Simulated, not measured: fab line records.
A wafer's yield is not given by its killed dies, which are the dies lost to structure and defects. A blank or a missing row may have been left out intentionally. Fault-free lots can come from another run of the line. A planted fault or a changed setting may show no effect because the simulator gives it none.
Chamber matching ; flow n5 finfet ; N5_SD_EPI_N_ETCH_35 on rie diel-03 has 4 sister chambers
The step etches SOC in N2/H2, overetch 108 nm, time 486 s. 8 wafers are shown with their chamber, then 7 later ones without.

== WAFERS, EACH WITH ITS CHAMBER ==
wafer;chamber;showerhead plenum p Torr (Torr);drypump motor current A (A)
L075.2;2;2.61;5.3
L076.4;2;2.61;5.3
L076.6;0;2.60;5.9
L084.3;1;2.49;6.1
L084.4;0;2.59;5.9
L084.5;3;2.50;5.8
L088.2;3;2.49;5.7
L088.3;1;2.48;6.0

== WAFERS WITHOUT THEIR CHAMBER ==
wafer;showerhead plenum p Torr (Torr);drypump motor current A (A)
L088.5;2.60;5.4
L093.2;2.48;6.0
L093.5;2.59;5.9
L093.6;2.60;5.3
L095.1;2.49;5.8
L095.3;2.60;5.3
L095.4;2.48;6.0

== EACH ONE'S CHAMBER ==
wafer;from the rows above;in truth
L088.5;2;2
L093.2;1;1
L093.5;0;0
L093.6;2;2
L095.1;3;3
L095.3;2;2
L095.4;1;1
Correct placement for 7 of the 7. Not placeable from these rows: 0. Number placed wrongly: 0.
How it was worked out, from the rows above alone: a wafer's distance from a chamber is the root of the sum, over the readings, of the square of ((its reading less the chamber's mean) divided by the reading's scatter). The wafer belongs to the nearest chamber; if the next one is less than 2 further off, it can't be placed. For every chamber, the mean is computed from those of its wafers that are shown. The scatter: the root of (the sum of the squares of (reading less its chamber's mean) over the shown wafers, divided by (wafers less chambers)).
